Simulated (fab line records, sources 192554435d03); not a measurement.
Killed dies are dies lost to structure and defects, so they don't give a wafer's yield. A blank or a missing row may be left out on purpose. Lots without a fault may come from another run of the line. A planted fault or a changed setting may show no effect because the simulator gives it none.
fab line records | flow n5_finfet
record lots=4 wafers=12 last_day=19
route steps=1938 shown HKMG_FIN@457 GATE_CUT@465 PASSIVATION@1936
lots that met no fault: from a run of the same line without faults
start_h: hours from the record's first day to the start of the lot's first wafer shown | wait_h: hours since the lot's step before | " the same as in the row above | L1.1+2: a row that stands for several wafers | - no value, or no start given | * or withheld: withheld | < > ~ a bound
route shown NAME@n: a module of which the file shows steps, and the number in the route of the first | usual: mean/standard deviation of fault-free wafers | same: alike in all rows | chamber/n: place in a boat | sites: the reading at each site | _std_site: their standard deviation | _edge_site: outer sites' mean less inner sites' | radius_mm: how far each site lies from the wafer's centre | mask NAME#n: copy n | behind: the tool/chamber that last shaped the wafer | hold: why the lot was held/for how many hours/how that ended | device: the transistor (n, p or np) that didn't switch | end of line: the same wafers' tests at the end of the route | a step without rows: its recipe alone | killed: dies lost to structure and defects at the first sort, not the wafer's yield | map: a wafer's dies, x killed, . not, _ none there
set.NAME: the setting as run; set.NAME@STEP: as run at that earlier step | model.NAME: the simulator's own value behind a step, which no gauge read
lots at some steps of the route; a table a step, a row a wafer
services: from which hour (start_h, from the record's first day; less than 0 if before it) a tool's chamber was out of use, for how many hours, and why
## steps
# step N5_HKMG_FIN_ALD_72
# recipe material=W target_thk_a=20 temp_c=300 pressure_torr=7.5 ald_precursor_family=WF6 ald_co_reactant=B2H6 pulse_time_s=1 purge_time_s=2 co_reactant_purge_time_s=2 co_reactant_pulse_time_s=3 ald_cycles=7
# step N5_HKMG_FIN_W_FILL_22
# recipe material=W target_thk_a=600 temp_c=400 pressure_torr=39.4 time_s=18.2
# step N5_HKMG_FIN_PRECLEAN_83
# recipe chemistry=DIW time_s=57.5 temp_c=23
# step N5_HKMG_FIN_SRD_84
# recipe dry_time_s=32 dry=n2_spin spin_rpm=1500
# step N5_HKMG_FIN_CMP_23
# recipe stop_on=SiNx t_overpolish_s=10 post_cmp_clean=rinse_only down_force_psi=4 platen_rpm=50.289 pad_velocity_m_s=1.0006 target_thk_nm=46.326
# step N5_HKMG_FIN_CMP_94
# recipe stop_on=SiNx post_cmp_clean=w_dilute_nh4oh t_overpolish_s=4.7 down_force_psi=4 platen_rpm=50.289 pad_velocity_m_s=1.0006 target_thk_nm=43.299
# step N5_GATE_CUT_ETCHBACK_00
# recipe chemistry=SF6/Cl2 target=W pressure_mtorr=8 icp_w=900 bias_w=80 SF6_flow_sccm=40 Cl2_flow_sccm=60
# step N5_GATE_CUT_ETCH_56
# recipe chemistry=Cl2/Ar target=TiN target_depth_a=216 pressure_mtorr=10 icp_w=600 bias_w=60 Cl2_flow_sccm=40 Ar_flow_sccm=60
# step N5_GATE_CUT_ETCHBACK_30
# recipe chemistry=Cl2/Ar target=TiN target_depth_a=30 mode=isotropic pressure_mtorr=10 icp_w=600 bias_w=60 Cl2_flow_sccm=40 Ar_flow_sccm=60
# step N5_GATE_CUT_VAPOR_ETCH_60
# recipe chemistry=BCl3/Cl2 target=HfO2 mode=isotropic
# step N5_GATE_CUT_ETCH_58
# recipe chemistry=CH3F/O2 target=SiNx target_depth_a=170 time_s=128.6 ion_energy_ev=50 pressure_mtorr=30 source_w=415 bias_w=21 Ar_flow_sccm=150 CH3F_flow_sccm=30 O2_flow_sccm=20
# usual bias_w=21.00/0.062 drypump_motor_current_A=5.6/0.35 mfc_ar_sccm=150.0/0.42 oes_product_au=0.80/0.077 rf_fwd_power_W=413.0/1.5 rf_vpp_V=99.1/0.97 showerhead_plenum_p_Torr=2.00/0.075 throttle_valve_pct=16.29/0.19
# columns lot.wafer tool chamber start_h wait_h bias_w drypump_motor_current_A mfc_ar_sccm oes_product_au rf_fwd_power_W rf_hours_counter_h rf_vpp_V showerhead_plenum_p_Torr throttle_valve_pct
L456.2 rie_diel-02 3 102.94 0.1 20.91 5.6 150.2 0.75 414.4 175 99.1 1.89 16.40
L456.3 " 0 " " 20.93 5.5 150.1 0.81 414.7 82 98.6 1.94 16.12
L456.6 " 0 " " 21.03 5.5 149.6 0.81 411.2 - 98.1 1.94 16.13
L461.1 rie_diel-02 2 127.15 0.0 20.97 5.5 150.2 0.77 411.8 164 99.6 2.00 16.34
L461.3 " 1 " " 20.98 5.4 150.2 0.89 414.7 49 101.0 2.12 16.04
L461.6 " 0 " " 21.05 5.5 148.8 0.82 412.2 - 98.2 1.94 16.12
L465.1 rie_diel-02 0 154.38 0.0 21.04 5.5 150.1 0.80 413.6 92 97.6 1.94 16.13
L465.3 " 2 " " 20.99 5.5 150.3 0.76 412.1 172 99.1 2.00 16.36
L465.5 " 0 " " 21.01 5.5 149.8 0.80 413.8 - 98.5 1.94 16.15
L473.1 rie_diel-03 1 199.46 0.1 21.10 6.4 150.2 0.77 413.4 157 99.1 2.00 16.37
L473.2 " 0 " " 21.07 6.0 150.4 0.86 412.1 38 100.4 2.03 16.14
L473.3 " 2 " " 21.08 5.4 150.0 0.69 413.7 223 98.0 2.06 16.49
# step N5_GATE_CUT_STRIP_59
# recipe chemistry=N2/H2 time_s=20 power_w=100 temp_c=40 pressure_mtorr=100 rf_frequency_hz=6e+07 bias_power_w=3 n2_flow_sccm=300 h2_flow_sccm=300
# step N5_GATE_CUT_PRECLEAN_31
# recipe temp_c=23 chemistry=DIW time_s=300
# step N5_GATE_CUT_SRD_32
# recipe time_s=30 temp_c=23 rinse_liquid=diw dry=ipa_marangoni
# step N5_GATE_CUT_SAC_CAP_01
# recipe material=SiNx target_thk_a=240 temp_c=400 ald_precursor_family=SiH2I2 ald_co_reactant=N2/H2-plasma pulse_time_s=1 ald_cycles=480 purge_time_s=2 co_reactant_purge_time_s=2 pressure_torr=2
# step N5_GATE_CUT_PECVD_57
# recipe material=SiNx target_thk_a=210 temp_c=400 precursor=SiH4/NH3/N2 pressure_torr=1.5 rf_w=300
# step N5_GATE_CUT_CMP_02
# recipe stop_on=SiO2 t_overpolish_s=12.7 post_cmp_clean=alkaline_brush down_force_psi=2.5 platen_rpm=51.8 pad_velocity_m_s=1.0307 target_thk_nm=0
# step N5_GATE_CUT_HM_DEP_46
# recipe material=SiO2 target_thk_a=1300 temp_c=400 precursor=TEOS/O2 pressure_torr=6.5 rf_w=900 teos_flow_sccm=161.4 gas=O2 flow_sccm=2650 time_s=26.6
# step N5_GATE_CUT_COAT_34
# recipe resist=SOC temp_c=250 time_s=60 spin_rpm=1500 resist_thk_nm=60
# step N5_GATE_CUT_COAT_35
# recipe resist=SiARC temp_c=220 time_s=60 spin_rpm=1500 resist_thk_nm=10
# step N5_GATE_CUT_COAT_27
# recipe resist=underlayer temp_c=205 time_s=60 spin_rpm=1500 resist_thk_nm=10
# step N5_GATE_CUT_COAT_07
# recipe resist=CAR-EUV spin_rpm=1500 resist_thk_nm=30
# step N5_GATE_CUT_EBR_09
# recipe solvent=PGMEA ebr_width_mm=1.5
# step N5_GATE_CUT_SOFTBAKE_08
# recipe temp_c=110 time_s=60 resist=CAR-EUV
# step N5_GATE_CUT_EXPOSE_10
# recipe mask_id=GATE_CUT na=0.33 source_shape=annular sigma_inner=0.35 sigma_outer=0.8 polarization=unpolarized target_cd_nm=20 dose_mj=43.25
# step N5_GATE_CUT_PEB_11
# recipe peb_temp_c=100 peb_time_s=60 resist=CAR-EUV
# step N5_GATE_CUT_DEVELOP_12
# recipe develop_time_s=30 developer=TMAH resist=CAR-EUV rinse_liquid=surfactant_rinse dry=air_spin dev_temp_c=23
# step N5_GATE_CUT_DESCUM_18
# recipe chemistry=O2 time_s=7 source_power_w=50 bias_power_w=20 pressure_mtorr=20 rf_frequency_hz=2.712e+07 temp_c=40 resist=CAR-EUV o2_flow_sccm=225
# step N5_GATE_CUT_ETCH_28
# recipe chemistry=N2/H2 target=underlayer target_depth_a=130 mask_material=CAR-EUV time_s=10.4 ion_energy_ev=200 pressure_mtorr=30 source_w=840 bias_w=150 n2_flow_sccm=200 h2_flow_sccm=200 ends=cleared
# step N5_GATE_CUT_ETCH_36
# recipe chemistry=CF4 target=SiARC target_depth_a=130 mask_material=CAR-EUV time_s=21.7 ion_energy_ev=80 pressure_mtorr=40 source_w=545 bias_w=36 Ar_flow_sccm=100 cf4_flow_sccm=100 ends=cleared
# step N5_GATE_CUT_ETCH_37
# recipe chemistry=N2/H2 target=SOC target_depth_a=600 overetch_a=120 mask_material=SiARC temp_c=40 time_s=90 ion_energy_ev=200 pressure_mtorr=30 source_w=840 bias_w=150 n2_flow_sccm=200 h2_flow_sccm=200
# step N5_GATE_CUT_STRIP_38
# recipe chemistry=N2/H2 temp_c=40 n2_flow_sccm=200 h2_flow_sccm=200 rf_frequency_hz=6e+07
# step N5_GATE_CUT_STRIP_39
# recipe chemistry=N2/H2 temp_c=40 n2_flow_sccm=200 h2_flow_sccm=200 rf_frequency_hz=6e+07
# step N5_GATE_CUT_HM_OPEN_40
# recipe chemistry=C4F6/O2 target=SiO2 mask_material=SiARC target_depth_a=1390 time_s=85.1 ion_energy_ev=250 pressure_mtorr=30 source_w=345 bias_w=185 Ar_flow_sccm=300 C4F6_flow_sccm=10 O2_flow_sccm=10 ends=cleared
# step N5_GATE_CUT_STRIP_41
# recipe chemistry=CF4 resist=SiARC power_w=300 bias_power_w=75 pressure_mtorr=50 cf4_flow_sccm=150 rf_frequency_hz=6e+07
# step N5_GATE_CUT_STRIP_42
# recipe chemistry=O2 power_w=400 temp_c=40 pressure_mtorr=30 rf_frequency_hz=6e+07 bias_power_w=0 overash_fraction=0.3 o2_flow_sccm=225
# step N5_PASSIVATION_PROBE_49
# usual killed_at_M0_to_M3=36/10 killed_at_M4_up=14/5.2 killed_at_contacts=12/6 killed_at_front_end=37/10 killed_at_other=4/3.3 killed_dies=104/18 killed_open=68/14 killed_short=34/7.4
# same gross_dies=1180 killed_at_back_side=0
# columns lot.wafer tool chamber start_h wait_h killed_at_M0_to_M3 killed_at_M4_up killed_at_contacts killed_at_front_end killed_at_other killed_dies killed_open killed_short
L461.6 prober-02 - 348.40 0.3 66 20 10 141 9 246 106 35
L465.1 prober-02 - 419.59 0.0 37 9 14 142 1 203 63 36
L465.5 prober-02 - 419.79 0.2 41 16 21 148 4 230 63 52
# killed by level:class
L461.6 GATE_CUT:unspecified=103 BEOL_M0_SAQP:geometric_particle:open=16 BEOL_M3:geometric_particle:open=15 BEOL_M0_SAQP:geometric_particle:short=11 STI_FIN_REVEAL:geometric_particle:open=10 BEOL_M4:geometric_particle:open=9 FIN_SAQP:geometric_particle:open=8 MOL_CONTACT_COAG:geometric_particle:open=8
L465.1 GATE_CUT:unspecified=102 BEOL_M0_SAQP:geometric_particle:short=11 FIN_SAQP:geometric_particle:open=10 MOL_CONTACT_COAG:geometric_particle:open=9 BEOL_M0_SAQP:geometric_particle:open=8 MOL_CONTACT_COAG:geometric_particle:short=5 BEOL_M2:geometric_particle:open=5 STARTING-WAFER:geometric_particle:open=5
L465.5 GATE_CUT:unspecified=115 BEOL_M0_SAQP:geometric_particle:open=15 MOL_CONTACT_COAG:geometric_particle:open=13 BEOL_M0_SAQP:geometric_particle:short=10 MOL_CONTACT_COAG:geometric_particle:short=8 BEOL_M3:geometric_particle:open=7 GATE_CUT:geometric_particle:short=5 BEOL_M5:geometric_particle:short=5
# map L461.6 (x killed, . not)
_________________......x...x.________________
______________..............xx.._____________
___________..xx........x.x...x.....__________
__________x.............x......x..x._________
________......x..x.xx.............x..._______
_______...x...x........................______
______..........x.....x..........xxx...x_____
_____.........................x.......x..____
____.x...x....x..x................x.......___
___x.....xx...x........x...............xx..__
___...x.....................x..............__
__x...x.x........................x..x..x..x._
__..x.........xx.............xx....x........_
_..........x.x..........x..........x...x.....
_..........x.........x...x...................
_.......x.....x..............................
_..x.x..x..................xx...x...x.....x..
_.................x.x....x.............x.....
_....x.x...........x..x....x....xx.x....x....
_xx..............x..x.x.x.xx..x.....x........
_..x............xxxxxx.xxxx..........x.......
__.............x..xxxxxxxxx.x.....x.x.x....._
__...x.x.........xxxxxxxxxxxx.x...........x._
___......x......xxxxxxxxxxxxx.x.x.....xx...__
___x....x...x....xxxxxxxxxxxx......x.......__
____.xx...x....xxxxxxxxxxxxx..x.....x.x...___
_____............xxxxxxxxxxx.............____
______......xx.x.xxxxxxxxxxx.x..xx..xx.._____
_______...........xxxxxxx.....x.....x..______
________........x.x......xx.......x.x._______
__________x....x...................._________
___________...........x...x.x..x..x__________
______________.x............x..._____________
_________________......x.....________________
# map L465.5 (x killed, . not)
_________________........x...________________
______________.......x.....x...._____________
___________....x..........x..x.....__________
__________........x........xxx..x..x_________
________.............x.........x......_______
_______........x.........x...x........x______
______.x.x.............x.....x.........._____
_____...x....x...x........xx........x....____
____..xx..........x.................x.....___
___.......x..............x.....x...........__
___...x.......xx..x...................x....__
__.......x..............x.x................._
__...........x....x...x..............x.x...._
_....................x.......................
_.......x..x......x........xx..x.............
_.xx..................x..............x.......
_........x..x....................x......x.x..
_..........x...x....................x........
_...................x..xx.x....x.............
_.......x..x....x.x.xx.xxx.................x.
_................xxxxxx.xxxx....x............
__..............x.x.xxxxxxx...x........x...._
__.......x......x.xxxxxxxxxxx...x..........._
___.......x....xxxx.xxxxxxxxxx..x..........__
___.......x.x..xxxxxxxxxxxxxxx..x..........__
____.......x...xx.xxxxxxxxxxxx........x...___
_____........x.xx.xxxxxxxxxxxx....x...x.x____
______..x.........xxxxxxxx.x..x.x.x....._____
_______.........x.xx.x.x..xx.........x.______
________......x.....xx..x.xx....x.x..._______
__________..x......x.xx.x..........._________
___________...........xx...........__________
______________x...x..xx...x...x._____________
_________________.......x...x________________
## services
# columns tool chamber start_h hours kind
rie_diel-02 2 105.66 4.1 repair
rie_diel-02 0 109.46 16.2 repair
rie_diel-02 3 114.40 6.5 repair
rie_diel-03 1 114.46 10.7 repair
rie_diel-03 3 139.89 3.5 repair
rie_diel-02 2 162.48 6.6 repair
## key
first_sign step=N5_PASSIVATION_PROBE_49 reading=killed_at_front_end direction=up sigmas=10 usual=37 struck=144
effect step=N5_PASSIVATION_PROBE_49 reading=killed_dies direction=up sigmas=7 usual=104 struck=226
more_kills_born_at N5_GATE_CUT_ETCH_58@rie_diel-02=320
met_at N5_GATE_CUT_ETCH_58
struck_wafers L461.6,L465.1,L465.5
tester_left_out L461,L465
onset_between 102.94 127.15
fault kind=chamber_particle_source tool=rie_diel-02 chamber=0 onset_h=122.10 steps=N5_GATE_CUT_ETCH_58 rate_per_visit_cm2=0.62074 end_h=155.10
# tester_left_out: of these lots the tester's yield and bins aren't shown, on N5 and GAA mostly nor the transistor test; their killed dies are dies lost to structure and defects alone, not to doping, threshold or leakage, so they don't give the yield
